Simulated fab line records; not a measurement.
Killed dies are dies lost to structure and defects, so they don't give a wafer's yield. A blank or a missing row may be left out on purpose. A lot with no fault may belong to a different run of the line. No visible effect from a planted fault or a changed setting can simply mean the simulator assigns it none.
Lot-split experiment -- flow n5 finfet -- on a route of 1938 steps: 7 lots, 21 wafers read

== ABOUT THE SPLIT ==
At N5_FIN_SAQP_PEB_14 (peb time 60 s), the setting peb time s was moved away from the recipe's 60 s on 5 of the 21 wafers read, by -18.9% to +18.0%. For the rest of the wafers, this setting stayed at what the recipe calls for.

== FROM THE SPLIT ON TO THE READING: in between, the file shows 1 step ==
- N5_FIN_SAQP_DEVELOP_15: develop time 30 s

== THE READING ==
cd nm, in nm, at N5_FIN_SAQP_CD_MEAS_16 (target cd 35.6 nm). On this fab line, fault-free wafers typically give 35.6 nm with a standard deviation of 0.31 nm.

wafer,"tool, chamber at the split","peb time s as run, s",against the recipe,"cd nm, nm",against lot-mates on the recipe
L078.1,"litho track-03, 0",60,recipe,36.0,-
L078.3,"litho track-03, 0",60,recipe,35.6,-
L078.6,"litho track-03, 0",60,recipe,35.9,-
L083.1,"litho track-03, 0",60,recipe,35.8,-
L083.2,"litho track-03, 0",60,recipe,35.9,-
L083.6,"litho track-03, 0",60,recipe,36.1,-
L088.4,"litho track-03, 0",60,recipe,36.4,-
L088.5,"litho track-03, 0",48.66,-18.9%,39.4,+3.0
L088.6,"litho track-03, 0",48.66,-18.9%,39.0,+2.6
L089.1,"litho track-01, 0",60,recipe,35.9,-
L089.3,"litho track-01, 0",60,recipe,35.4,-
L089.5,"litho track-01, 0",60,recipe,35.1,-
L093.1,"litho track-01, 0",60,recipe,35.6,-
L093.3,"litho track-01, 0",53.56,-10.7%,36.8,+1.2
L093.6,"litho track-01, 0",53.56,-10.7%,37.2,+1.6
L094.1,"litho track-03, 0",60,recipe,35.8,-
L094.2,"litho track-03, 0",60,recipe,35.9,-
L094.5,"litho track-03, 0",60,recipe,36.5,-
L096.1,"litho track-03, 0",70.81,+18.0%,33.7,-2.1
L096.2,"litho track-03, 0",60,recipe,36.1,-
L096.5,"litho track-03, 0",60,recipe,35.5,-

THE FIT
A straight line over all 21 wafers: cd nm changes by -0.149 nm for each +1% of peb time s; r = -0.94; the points scatter about the line by 0.42 nm.
The same after taking each lot's own level away (the mean of its wafers on the recipe; 21 wafers): -0.136 nm for each +1%; r = -0.97; scatter 0.26 nm.
The reading moves by 2.6 nm for the largest change in peb time s, on that fit.
From 35.47 to 36.40 nm: that is the span of the lots' own levels, equal to 3.0 times the standard deviation above.
So the lot-to-lot level changes the slope little: the two slopes agree.
Check: for one of the wafers moved furthest among these (-18.9%), held out of the fit, the line's prediction against its lot-mates is +2.44 nm. It came out at +3 nm against them.

== THESE WAFERS: OTHER SPLITS ==
Other splits were also applied to these wafers ahead of the reading. Each is held against what the fit with the lots' levels taken away leaves over:
other split on the same wafers,wafers away from the commonest value,r with cd nm (lot level and that fit taken away)
N5_WELL_APT_EXPOSE_22 dose mj,6,+0.02
N5_WELL_APT_PEB_23 peb time s,4,-0.01
N5_FIN_SAQP_COAT_50 spin rpm,4,+0.19

== THE FILE'S OWN FIT ==
cd nm changes by -0.136 nm for each +1% of peb time s, r = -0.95.
